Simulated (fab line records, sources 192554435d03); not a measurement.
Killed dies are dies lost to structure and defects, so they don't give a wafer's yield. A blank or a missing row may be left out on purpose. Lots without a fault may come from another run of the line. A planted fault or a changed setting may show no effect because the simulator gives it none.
A struck lot beside a sound one | flow n5_finfet | 33 steps out of a route of 1938
Sound: wafers L449.2, L449.3, L449.4. Struck: wafers L466.1, L466.3, L466.5. The cause comes at the end.
At each step with rows: each side's tool, then ch and its chambers, then its first start. Under that, the readings that differ: sound wafers | struck wafers | difference of the means | sigmas: that difference in standard deviations of wafers without a fault.
alike: readings whose means differ by less than 2 such deviations, and words and numbers that are the same on both sides. not compared: withheld readings, readings that some wafer has no value for, bounds like >300 that may hide the same value, and numbers for which the record gives no deviation and whose values overlap.
The two part at a step that has a row with sigmas, a row that says differs or no value, or rows on one side only. Numbers that don't overlap but have no deviation are shown without sigmas and don't part them. A reading that every wafer of one side lacks parts them only if that side has two wafers or more.

first, 7 steps without rows for these wafers: N5_SD_ACTIVATION_LSA_01 (time 0.0008 s); N5_ILD0_LINER_00 (material SiNx, target thk 4 nm, pulse time 1 s, purge time 2 s); N5_ILD0_FCVD_FILL_01 (material SiO2 flowable, target thk 200 nm, time 328.3 s); N5_ILD0_CURE_02 (time 1800 s); N5_ILD0_CMP_03 (polishes, stops on SiNx, t overpolish 1.9 s, target thk 197.38 nm); N5_ILD0_CMP_07 (polishes SiO2 flowable, stops on poly-Si, t overpolish 1.18 s, target thk 138.88 nm); N5_ILD0_PRECLEAN_10 (cleans in NF3:NH3, afs cycles 5, time 20 s, sublimation time 60 s).
N5_ILD0_ALD_15: deposits SiNx, target thk 24 nm, pulse time 1 s, ald cycles 480.
  sound on ald_sin-03 ch 0,1,2, day 4 11:17; struck on ald_sin-02 ch 0,1, day 8 13:17
  alike: chamber_pressure_Torr, heater_power_w, precursor_pulse_height_rel
then, 24 steps without rows for these wafers: N5_ILD0_CMP_12 (polishes SiNx, stops on poly-Si, t overpolish 6 s, target thk 17.67 nm); N5_SDB_HM_DEP_00 (deposits SiNx from SiH4/NH3/N2, target thk 40 nm, time 35.3 s); N5_SDB_COAT_03 (time 60 s, resist thk 100 nm); N5_SDB_COAT_04 (time 60 s, resist thk 18 nm); N5_SDB_COAT_05 (resist thk 90 nm); N5_SDB_EBR_07; N5_SDB_SOFTBAKE_06 (time 60 s); N5_SDB_EXPOSE_08 (exposes mask SDB); N5_SDB_PEB_09 (peb time 60 s); N5_SDB_DEVELOP_10 (develop time 30 s); N5_SDB_DESCUM_16 (chemistry O2, time 7.9 s); N5_SDB_ETCH_17 (etches SiARC in CF4, target depth 23.4 nm, time 39 s); N5_SDB_ETCH_18 (etches SOC in N2/H2, target depth 100 nm, overetch 20 nm, time 150 s); N5_SDB_STRIP_19 (strips in N2/H2); N5_SDB_STRIP_21 (strips in CF4); N5_SDB_HM_OPEN_20 (chemistry CH3F/O2, target SiNx, stops on poly-Si, target depth 24 nm); N5_SDB_STRIP_22 (strips in N2/H2); N5_SDB_PRECLEAN_23 (cleans in dHF, time 30 s); N5_SDB_DUMMY_REMOVE_24 (chemistry TMAH, target poly-Si, stops on SiO2, target depth 142 nm, time 57 s, rinse time 30 s); N5_SDB_ETCH_25 (etches SiO2 in C4F6/O2, target depth 10 nm, time 3.3 s); N5_SDB_CUT_ETCH_26 (etches Si in HBr/Cl2/O2, target depth 129.6 nm, bt time 20 s, time 51.8 s); N5_SDB_PRECLEAN_38 (cleans in dHF, time 10 s); N5_SDB_PRECLEAN_39 (cleans in O3/DIW, time 45 s); N5_SDB_SRD_28 (time 30 s).
-- the record jumps here: 9 days lie between the struck wafers' starts before and after (it left off in module SDB and takes up again in module PASSIVATION, whose first step shown is number 1936 of the route) --
N5_PASSIVATION_PROBE_49:
  the record has rows for the struck wafers here (prober-01, day 17 03:16) and none for the sound ones

WHERE THEY PART
Only at N5_PASSIVATION_PROBE_49, within this record.

WHY: what the simulator had put in
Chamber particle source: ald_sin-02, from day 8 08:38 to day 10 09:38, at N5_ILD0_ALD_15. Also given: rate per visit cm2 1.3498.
